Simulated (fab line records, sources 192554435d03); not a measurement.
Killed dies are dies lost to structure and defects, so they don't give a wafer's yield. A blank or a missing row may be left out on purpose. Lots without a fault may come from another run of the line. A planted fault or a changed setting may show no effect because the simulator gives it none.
A struck lot beside a sound one | flow n5_finfet | 40 steps out of a route of 1938
Sound: wafers L810.1, L810.2, L810.6. Struck: wafers L803.1, L803.2, L803.5. The cause comes at the end.
At each step with rows: each side's tool, then ch and its chambers, then its first start. Under that, the readings that differ: sound wafers | struck wafers | difference of the means | sigmas: that difference in standard deviations of wafers without a fault.
alike: readings whose means differ by less than 2 such deviations, and words and numbers that are the same on both sides. not compared: withheld readings, readings that some wafer has no value for, bounds like >300 that may hide the same value, and numbers for which the record gives no deviation and whose values overlap.
The two part at a step that has a row with sigmas, a row that says differs or no value, or rows on one side only. Numbers that don't overlap but have no deviation are shown without sigmas and don't part them. A reading that every wafer of one side lacks parts them only if that side has two wafers or more.

first, 12 steps without rows for these wafers: N5_SD_EPI_N_STRIP_36 (strips in N2/H2); N5_SD_EPI_N_ETCHBACK_44 (etches SiNx in CH3F/O2, stops on SiO2, target depth 14.5 nm); N5_SD_EPI_N_ETCH_45 (etches SiOCN in CH3F/O2, target depth 6 nm); N5_SD_EPI_N_ETCH_16 (etches SiO2 in CHF3/O2, target depth 5 nm); N5_SD_EPI_N_STRIP_47 (strips in CHF3/O2); N5_SD_EPI_N_SD_RECESS_17 (chemistry HBr/Cl2/O2, target depth 41 nm, time 23.7 s, bt time 3 s); N5_SD_EPI_N_STRIP_38 (strips in N2/H2); N5_SD_EPI_N_WET_ETCH_43 (etches SiO2 in dHF, time 14 s, target depth 1.5 nm); N5_SD_EPI_N_STRIP_18 (strips in SPM, time 750 s); N5_SD_EPI_N_SRD_20 (time 30 s); N5_SD_EPI_N_PRECLEAN_48 (cleans in NF3:NH3, afs cycles 2, time 20 s, sublimation time 60 s); N5_SD_EPI_N_VAPOR_ETCH_50 (etches Si in HCl, time 54 s).
N5_SD_EPI_N_EPI_21: deposits Si:P, time 690 s.
  sound on epi_rpcvd-02 ch 0, day 8 16:38; struck on epi_rpcvd-03 ch 0, day 7 01:53
  reading                                   | sound             | struck            | difference | sigmas
  susceptor_temp_C (C)                      | 679.9 680.1 680.4 | 684.2 684.6 683.9 | +4.1       | +13
  susceptor_temp_C_max                      | 681.9 681.9 682.5 | 685.3 685.7 685.2 | +3.3       | +5
  model.Si-P_of_SD_EPI_N_EPI_21.thk_nm (nm) | 58.8 59 58.6      | 63.6 63.6 63.4    | +4.7       |
N5_SD_EPI_N_EPI_MEAS_23:
  sound on film_metro-02, day 8 18:55; struck on film_metro-01, day 7 03:37
  reading     | sound          | struck         | difference | sigmas
  thk_nm (nm) | 59.5 61.3 59.0 | 62.9 64.0 62.6 | +3.2       | +2
then, 24 steps without rows for these wafers: N5_SD_EPI_N_PRECLEAN_24 (cleans in O3/DIW, time 60 s); N5_SD_EPI_N_SRD_25 (time 30 s); N5_SD_EPI_N_PRECLEAN_49 (cleans in NF3:NH3, afs cycles 1, time 20 s, sublimation time 60 s); N5_SD_EPI_N_LINER_46 (material SiNx, target thk 3 nm); N5_SD_EPI_P_COAT_34 (time 60 s, resist thk 350 nm); N5_SD_EPI_P_COAT_35 (time 60 s, resist thk 35 nm); N5_SD_EPI_P_COAT_03 (resist thk 150 nm); N5_SD_EPI_P_EBR_05; N5_SD_EPI_P_SOFTBAKE_04 (time 60 s); N5_SD_EPI_P_EXPOSE_06 (exposes mask SD P BLK, target cd 240 nm); N5_SD_EPI_P_PEB_07 (peb time 60 s); N5_SD_EPI_P_DEVELOP_08 (develop time 30 s); N5_SD_EPI_P_DESCUM_14 (chemistry O2, time 7.9 s); N5_SD_EPI_P_ETCH_36 (etches SiARC in CF4, target depth 45.5 nm, time 75.8 s); N5_SD_EPI_P_ETCH_37 (etches SOC in N2/H2, overetch 108 nm, time 486 s); N5_SD_EPI_P_STRIP_38 (strips in N2/H2); N5_SD_EPI_P_ETCHBACK_46 (etches SiNx in CH3F/O2, stops on SiO2, target depth 17.5 nm); N5_SD_EPI_P_ETCH_47 (etches SiOCN in CH3F/O2, target depth 25 nm); N5_SD_EPI_P_ETCH_16 (etches SiO2 in CHF3/O2, target depth 5 nm); N5_SD_EPI_P_STRIP_50 (strips in CHF3/O2); N5_SD_EPI_P_SD_RECESS_17 (chemistry HBr/Cl2/O2, target depth 39.1 nm, bt time 3 s); N5_SD_EPI_P_WET_ETCH_45 (etches SiO2 in dHF, time 10.7 s, target depth 2 nm, rinse time 30 s); N5_SD_EPI_P_STRIP_40 (strips in N2/H2); N5_SD_EPI_P_PRECLEAN_52 (cleans in O3/DIW, time 60 s).
N5_MOL_CONTACT_COAG_ETCH_15: etches SiNx in CH3F/O2, stops on Si:P, target depth 7 nm.
  sound on rie_diel-01 ch 0,1,3, day 10 07:38; struck on rie_diel-03 ch 0,2, day 8 16:22
  reading                                   | sound        | struck         | difference | sigmas
  model.Si-P_of_SD_EPI_N_EPI_21.thk_nm (nm) | 58 58.2 57.8 | 62.6 62.8 62.4 | +4.6       |
  alike: drypump_motor_current_A, oes_f_703_au, oes_product_au, rf_vpp_V, showerhead_plenum_p_Torr, throttle_valve_pct
  not compared: rf_hours_counter_h
-- the record jumps here: 8 days lie between the struck wafers' starts before and after (it left off in module MOL_CONTACT_COAG and takes up again in module PASSIVATION, whose first step shown is number 1936 of the route) --
N5_PASSIVATION_PROBE_49:
  the record has rows for the struck wafers here (prober-01, day 16 12:32) and none for the sound ones

WHERE THEY PART
First at N5_SD_EPI_N_EPI_21; last, within this record, at N5_PASSIVATION_PROBE_49.

WHY: what the simulator had put in
Process parameter drift: epi_rpcvd-03, from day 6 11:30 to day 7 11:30, at N5_SD_EPI_N_EPI_21. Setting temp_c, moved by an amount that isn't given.
